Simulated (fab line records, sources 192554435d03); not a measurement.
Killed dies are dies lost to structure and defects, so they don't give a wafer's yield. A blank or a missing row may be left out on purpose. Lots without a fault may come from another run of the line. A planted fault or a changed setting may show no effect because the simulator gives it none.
Which tool did it? | flow n5_finfet | 24 lots, 72 wafers sampled, at 6 steps of a route of 1938

WHAT THE GAUGES READ, wafer by wafer
N5_BEOL_M5_OVL_MEAS_12.
lot  | measured     | on         | M5_OVL (nm)
L074 | day 8 12:52  | overlay-02 | 0.0 -0.4 -0.1
L076 | day 9 02:11  | overlay-01 | -1.3 -0.8 0.4
L075 | day 9 06:03  | overlay-01 | 0.7 0.4 1.4
L078 | day 9 07:54  | overlay-02 | 0.3 -0.5 -0.1
L077 | day 9 15:54  | overlay-01 | -0.4 -0.7 0.5
L081 | day 9 16:45  | overlay-01 | -0.5 0.1 -0.9
L080 | day 10 00:11 | overlay-01 | -0.4 0.9 -0.1
L079 | day 10 10:06 | overlay-02 | -0.2 -0.7 0.1
L082 | day 11 06:48 | overlay-02 | -0.8 -0.4 -1.5
L083 | day 11 07:25 | overlay-02 | 0.5 -0.7 0.0
L084 | day 11 07:29 | overlay-01 | 0.2 -0.5 0.1
L085 | day 11 16:10 | overlay-02 | -0.6 -1.1 -0.1
L086 | day 11 16:20 | overlay-02 | -0.9 -1.0 0.5
L088 | day 11 16:41 | overlay-01 | 0.7 1.7 0.4
L087 | day 12 02:14 | overlay-01 | 0.6 1.4 -0.2
L089 | day 12 02:10 | overlay-01 | 0.7 0.6 0.4
L090 | day 12 10:37 | overlay-01 | 0.9 0.1 0.8
L091 | day 12 11:15 | overlay-02 | 0.8 0.0 0.3
L092 | day 13 06:40 | overlay-02 | 0.7 -0.1 0.7
L093 | day 13 17:37 | overlay-01 | 0.3 -0.1 -0.4
L097 | day 14 00:47 | overlay-02 | 0.4 1.5 1.1
L096 | day 14 04:06 | overlay-02 | 1.0 0.5 1.2
L094 | day 14 04:19 | overlay-02 | -1.5 0.2 -0.6
L095 | day 15 01:18 | overlay-01 | -0.2 -0.7 0.2

N5_BEOL_M5_OVL_MEAS_29.
lot  | measured     | on         | V4_OVL (nm)
L074 | day 8 16:22  | overlay-01 | -0.8 -0.2 -1.9
L076 | day 9 04:18  | overlay-02 | 0.0 -0.3 1.1
L075 | day 9 06:59  | overlay-01 | 0.3 0.1 -0.7
L078 | day 9 09:38  | overlay-02 | -0.1 -0.4 -0.7
L077 | day 9 17:19  | overlay-02 | 0.0 -0.2 -0.1
L081 | day 9 17:37  | overlay-02 | -0.9 -0.3 0.0
L080 | day 10 03:26 | overlay-02 | -1.7 -0.2 0.0
L079 | day 10 12:21 | overlay-01 | 0.3 -0.9 0.4
L082 | day 11 08:01 | overlay-01 | 1.1 -1.2 -0.1
L083 | day 11 10:04 | overlay-02 | -0.3 -0.3 -1.9
L084 | day 11 10:07 | overlay-01 | -0.7 0.8 -0.2
L085 | day 11 18:25 | overlay-01 | -0.6 -0.9 -1.6
L086 | day 11 18:22 | overlay-02 | 1.2 0.2 1.1
L088 | day 11 18:35 | overlay-01 | 0.3 0.9 -0.2
L087 | day 12 04:01 | overlay-01 | -0.4 -1.3 0.3
L089 | day 12 03:06 | overlay-02 | 0.5 -1.0 1.1
L090 | day 12 11:31 | overlay-01 | -1.1 -0.6 -1.8
L091 | day 12 14:33 | overlay-02 | 0.0 -0.1 -0.1
L092 | day 13 07:59 | overlay-01 | -0.2 -0.4 -0.5
L093 | day 13 19:49 | overlay-01 | 0.7 -0.2 0.3
L097 | day 14 02:22 | overlay-02 | -0.5 -0.5 -1.0
L096 | day 14 08:18 | overlay-02 | 0.2 -0.7 0.2
L094 | day 14 08:29 | overlay-02 | -1.6 -1.3 -1.5
L095 | day 15 03:38 | overlay-01 | 0.3 0.8 0.4

WHICH TOOL RAN EACH LOT (tool, then ch and the chambers of the sampled wafers, then the start)
lot  | N5_BEOL_M4_SPUTTER_96        | N5_BEOL_M5_CURE_79            | N5_BEOL_M5_HM_DEP_02         | N5_BEOL_M5_ETCH_72
L074 | pvd_sputter-02, day 8 07:34  | uv_cure-02 ch 0, day 8 09:52  | pvd_sputter-02, day 8 12:18  | rie_diel-04 ch 0,1,3, day 8 12:59
L076 | pvd_sputter-03, day 8 22:26  | uv_cure-03 ch 0, day 9 00:40  | pvd_sputter-01, day 9 01:45  | rie_diel-03 ch 0,1,2, day 9 02:23
L075 | pvd_sputter-02, day 9 01:59  | uv_cure-01 ch 1, day 9 04:17  | pvd_sputter-02, day 9 05:29  | rie_diel-02 ch 0,1,2, day 9 06:12
L078 | pvd_sputter-01, day 9 04:18  | uv_cure-01 ch 0, day 9 06:28  | pvd_sputter-03, day 9 07:22  | rie_diel-02 ch 1,2,3, day 9 08:02
L077 | pvd_sputter-03, day 9 09:58  | uv_cure-03 ch 0, day 9 12:20  | pvd_sputter-03, day 9 15:28  | rie_diel-02 ch 0,1,2, day 9 16:01
L081 | pvd_sputter-03, day 9 13:22  | uv_cure-01 ch 1, day 9 15:35  | pvd_sputter-01, day 9 16:19  | rie_diel-04 ch 1,2, day 9 16:52
L080 | pvd_sputter-02, day 9 20:22  | uv_cure-02 ch 2, day 9 22:58  | pvd_sputter-02, day 9 23:46  | rie_diel-04 ch 0,1,2, day 10 00:19
L079 | pvd_sputter-01, day 10 03:52 | uv_cure-02 ch 2, day 10 07:25 | pvd_sputter-03, day 10 09:34 | rie_diel-04 ch 1,2,3, day 10 10:14
L082 | pvd_sputter-02, day 11 01:00 | uv_cure-02 ch 0, day 11 03:14 | pvd_sputter-01, day 11 06:15 | rie_diel-04 ch 0,1,2, day 11 07:01
L083 | pvd_sputter-01, day 11 02:26 | uv_cure-02 ch 1, day 11 04:36 | pvd_sputter-01, day 11 06:52 | rie_diel-03 ch 0,1,3, day 11 07:32
L084 | pvd_sputter-02, day 11 02:50 | uv_cure-01 ch 2, day 11 05:07 | pvd_sputter-01, day 11 07:04 | rie_diel-04 ch 0,1,3, day 11 07:39
L085 | pvd_sputter-01, day 11 10:08 | uv_cure-01 ch 2, day 11 12:21 | pvd_sputter-02, day 11 15:37 | rie_diel-04 ch 0,1, day 11 16:23
L086 | pvd_sputter-02, day 11 10:16 | uv_cure-02 ch 1, day 11 12:32 | pvd_sputter-02, day 11 15:52 | rie_diel-04 ch 0,2,3, day 11 16:37
L088 | pvd_sputter-03, day 11 10:29 | uv_cure-02 ch 0, day 11 13:13 | pvd_sputter-02, day 11 16:16 | rie_diel-02 ch 0,1,2, day 11 16:49
L087 | pvd_sputter-03, day 11 21:57 | uv_cure-02 ch 0, day 12 00:14 | pvd_sputter-01, day 12 01:42 | rie_diel-04 ch 1,2, day 12 02:21
L089 | pvd_sputter-02, day 11 22:23 | uv_cure-03 ch 1, day 12 00:45 | pvd_sputter-01, day 12 01:36 | rie_diel-03 ch 0,2,3, day 12 02:17
L090 | pvd_sputter-03, day 12 04:25 | uv_cure-02 ch 2, day 12 06:44 | pvd_sputter-02, day 12 10:11 | rie_diel-04 ch 0,1,2, day 12 10:44
L091 | pvd_sputter-01, day 12 07:37 | uv_cure-02 ch 2, day 12 09:44 | pvd_sputter-03, day 12 10:42 | rie_diel-04 ch 1,3, day 12 11:37
L092 | pvd_sputter-03, day 13 02:59 | uv_cure-01 ch 0, day 13 05:07 | pvd_sputter-01, day 13 06:14 | rie_diel-03 ch 0,1,2, day 13 06:47
L093 | pvd_sputter-01, day 13 11:10 | uv_cure-01 ch 0, day 13 13:36 | pvd_sputter-01, day 13 17:11 | rie_diel-02 ch 1,2, day 13 17:44
L097 | pvd_sputter-03, day 13 20:28 | uv_cure-01 ch 1, day 13 22:46 | pvd_sputter-03, day 14 00:14 | rie_diel-04 ch 1,2, day 14 00:55
L096 | pvd_sputter-02, day 13 23:33 | uv_cure-01 ch 0, day 14 01:41 | pvd_sputter-03, day 14 03:41 | rie_diel-02 ch 1,3, day 14 04:23
L094 | pvd_sputter-03, day 13 23:35 | uv_cure-03 ch 1, day 14 01:43 | pvd_sputter-03, day 14 03:47 | rie_diel-04 ch 1,2,3, day 14 04:41
L095 | pvd_sputter-02, day 14 21:39 | uv_cure-03 ch 0, day 14 23:47 | pvd_sputter-03, day 15 00:45 | rie_diel-04 ch 0,3, day 15 01:25
- N5_BEOL_M4_SPUTTER_96: material Cu, target thk 4.5 nm, time 8.29 s.
- N5_BEOL_M5_CURE_79: cures SiCOH lowk, time 240 s.
- N5_BEOL_M5_HM_DEP_02: deposits TiN, target thk 20 nm.
- N5_BEOL_M5_ETCH_72: etches underlayer in N2/H2, target depth 6.5 nm, time 5.2 s.

WHAT THE TOOLS THEMSELVES READ (means of the sampled wafers that have a number; where no wafer has one, the mark that the record gives instead)
N5_BEOL_M4_SPUTTER_96.
lot  | tool           | throttle_valve_pct (%)
L074 | pvd_sputter-02 | 30.1
L076 | pvd_sputter-03 | 30.0
L075 | pvd_sputter-02 | 28.8
L078 | pvd_sputter-01 | 30.4
L077 | pvd_sputter-03 | 29.8
L081 | pvd_sputter-03 | 29.8
L080 | pvd_sputter-02 | 30.3
L079 | pvd_sputter-01 | 30.5
L082 | pvd_sputter-02 | 30.3
L083 | pvd_sputter-01 | 31.0
L084 | pvd_sputter-02 | 29.6
L085 | pvd_sputter-01 | 30.9
L086 | pvd_sputter-02 | 30.6
L088 | pvd_sputter-03 | 29.0
L087 | pvd_sputter-03 | 29.9
L089 | pvd_sputter-02 | 29.8
L090 | pvd_sputter-03 | 29.6
L091 | pvd_sputter-01 | 30.4
L092 | pvd_sputter-03 | 28.9
L093 | pvd_sputter-01 | 30.5
L097 | pvd_sputter-03 | 29.0
L096 | pvd_sputter-02 | 29.5
L094 | pvd_sputter-03 | 29.9
L095 | pvd_sputter-02 | 29.5

N5_BEOL_M5_CURE_79.
lot  | tool       | lamp_power_pct (%) | wafer_temp_C_max
L074 | uv_cure-02 | 52.29              | 386.6
L076 | uv_cure-03 | 52.29              | 388.0
L075 | uv_cure-01 | 52.28              | 387.7
L078 | uv_cure-01 | 52.33              | 386.2
L077 | uv_cure-03 | 52.29              | 388.5
L081 | uv_cure-01 | 52.39              | 388.0
L080 | uv_cure-02 | 52.32              | 386.7
L079 | uv_cure-02 | 52.34              | 386.6
L082 | uv_cure-02 | 52.35              | 385.9
L083 | uv_cure-02 | 52.30              | 387.3
L084 | uv_cure-01 | 52.33              | 385.5
L085 | uv_cure-01 | 52.30              | 385.7
L086 | uv_cure-02 | 52.33              | 387.1
L088 | uv_cure-02 | 52.28              | 386.1
L087 | uv_cure-02 | 52.23              | 386.0
L089 | uv_cure-03 | 52.26              | 386.3
L090 | uv_cure-02 | 52.34              | 386.5
L091 | uv_cure-02 | 52.32              | 386.7
L092 | uv_cure-01 | 52.36              | 386.2
L093 | uv_cure-01 | 52.36              | 386.0
L097 | uv_cure-01 | 52.31              | 388.1
L096 | uv_cure-01 | 52.29              | 386.1
L094 | uv_cure-03 | 52.28              | 386.2
L095 | uv_cure-03 | 52.32              | 388.2

N5_BEOL_M5_HM_DEP_02.
lot  | tool           | throttle_valve_pct (%)
L074 | pvd_sputter-02 | 29.8
L076 | pvd_sputter-01 | 30.6
L075 | pvd_sputter-02 | 29.6
L078 | pvd_sputter-03 | 29.9
L077 | pvd_sputter-03 | 29.6
L081 | pvd_sputter-01 | 30.9
L080 | pvd_sputter-02 | 29.6
L079 | pvd_sputter-03 | 29.8
L082 | pvd_sputter-01 | 30.5
L083 | pvd_sputter-01 | 30.5
L084 | pvd_sputter-01 | 30.7
L085 | pvd_sputter-02 | 28.9
L086 | pvd_sputter-02 | 29.5
L088 | pvd_sputter-02 | 29.6
L087 | pvd_sputter-01 | 30.3
L089 | pvd_sputter-01 | 30.5
L090 | pvd_sputter-02 | 29.9
L091 | pvd_sputter-03 | 29.2
L092 | pvd_sputter-01 | 30.7
L093 | pvd_sputter-01 | 30.6
L097 | pvd_sputter-03 | 29.8
L096 | pvd_sputter-03 | 29.1
L094 | pvd_sputter-03 | 29.0
L095 | pvd_sputter-03 | 29.7

N5_BEOL_M5_ETCH_72.
lot  | tool        | drypump_motor_current_A (A) | etch_rf_on_time_s (s) | oes_product_au (a.u.) | rf_vpp_V (V) | showerhead_plenum_p_Torr (Torr) | throttle_valve_pct (%)
L074 | rie_diel-04 | 5.7                         | 5.46                  | 0.58                  | 526.1        | 2.61                            | 18.3
L076 | rie_diel-03 | 5.4                         | 5.17                  | 0.77                  | 524.0        | 2.51                            | 17.6
L075 | rie_diel-02 | 5.8                         | 5.12                  | 0.65                  | 522.1        | 2.54                            | 17.8
L078 | rie_diel-02 | 5.7                         | 5.20                  | 0.61                  | 523.7        | 2.55                            | 17.9
L077 | rie_diel-02 | 5.8                         | 5.17                  | 0.65                  | 522.9        | 2.53                            | 17.8
L081 | rie_diel-04 | 5.7                         | 5.29                  | 0.62                  | 525.7        | 2.59                            | 18.2
L080 | rie_diel-04 | 5.8                         | 5.41                  | 0.62                  | 526.0        | 2.62                            | 18.1
L079 | rie_diel-04 | 5.6                         | 5.17                  | 0.62                  | 526.1        | 2.62                            | 18.1
L082 | rie_diel-04 | 5.8                         | 5.39                  | 0.61                  | 524.7        | 2.61                            | 18.2
L083 | rie_diel-03 | 5.5                         | 5.15                  | 0.73                  | 523.4        | 2.51                            | 17.8
L084 | rie_diel-04 | 5.7                         | 5.47                  | 0.57                  | 526.0        | 2.60                            | 18.3
L085 | rie_diel-04 | 5.8                         | 5.52                  | 0.57                  | 524.3        | 2.56                            | 18.5
L086 | rie_diel-04 | 5.6                         | 5.29                  | 0.62                  | 526.2        | 2.65                            | 18.0
L088 | rie_diel-02 | 5.8                         | 5.24                  | 0.63                  | 524.4        | 2.53                            | 17.9
L087 | rie_diel-04 | 5.7                         | 5.23                  | 0.61                  | 524.6        | 2.58                            | 18.3
L089 | rie_diel-03 | 5.7                         | 5.25                  | 0.70                  | 522.6        | 2.52                            | 17.7
L090 | rie_diel-04 | 5.8                         | 5.44                  | 0.61                  | 525.4        | 2.61                            | 18.2
L091 | rie_diel-04 | 5.4                         | 5.21                  | 0.57                  | 525.4        | 2.60                            | 18.2
L092 | rie_diel-03 | 5.4                         | 5.17                  | 0.72                  | 523.9        | 2.50                            | 17.7
L093 | rie_diel-02 | 5.8                         | 5.32                  | 0.60                  | 525.0        | 2.58                            | 17.7
L097 | rie_diel-04 | 5.7                         | 5.20                  | 0.63                  | 524.2        | 2.62                            | 18.0
L096 | rie_diel-02 | 6.1                         | 5.17                  | 0.67                  | 523.0        | 2.50                            | 17.9
L094 | rie_diel-04 | 5.5                         | 5.22                  | 0.60                  | 525.2        | 2.61                            | 18.2
L095 | rie_diel-04 | 5.8                         | 5.32                  | 0.73                  | 526.2        | 2.62                            | 18.0

THE ANSWER, worked out from the rows above alone
Rule: what is usual is taken from the lots themselves. Put in order of their means at a reading, lots are off if they are a third of the lots or fewer, leave a main group of 4 or more, and stand apart from it by a gap of 3 or more times the standard deviation of the main group's means; of several such gaps the widest counts. A main group whose means are all the same, to the digits that the tables above print for the reading, isn't used. A lot without any number at a reading at which 4 lots or more have one is off too. The other lots that the step has rows for count as sound. The gauges are gone through in route order, then the tools' own readings, and for those a lot's mean is taken as printed above. The first step at which some lot is off is used, and at that step the reading that is off furthest; a lot without a number counts as furthest.
No lot is off at any reading shown: from this, nothing can be told.

WHAT THE SIMULATOR HAD PUT IN
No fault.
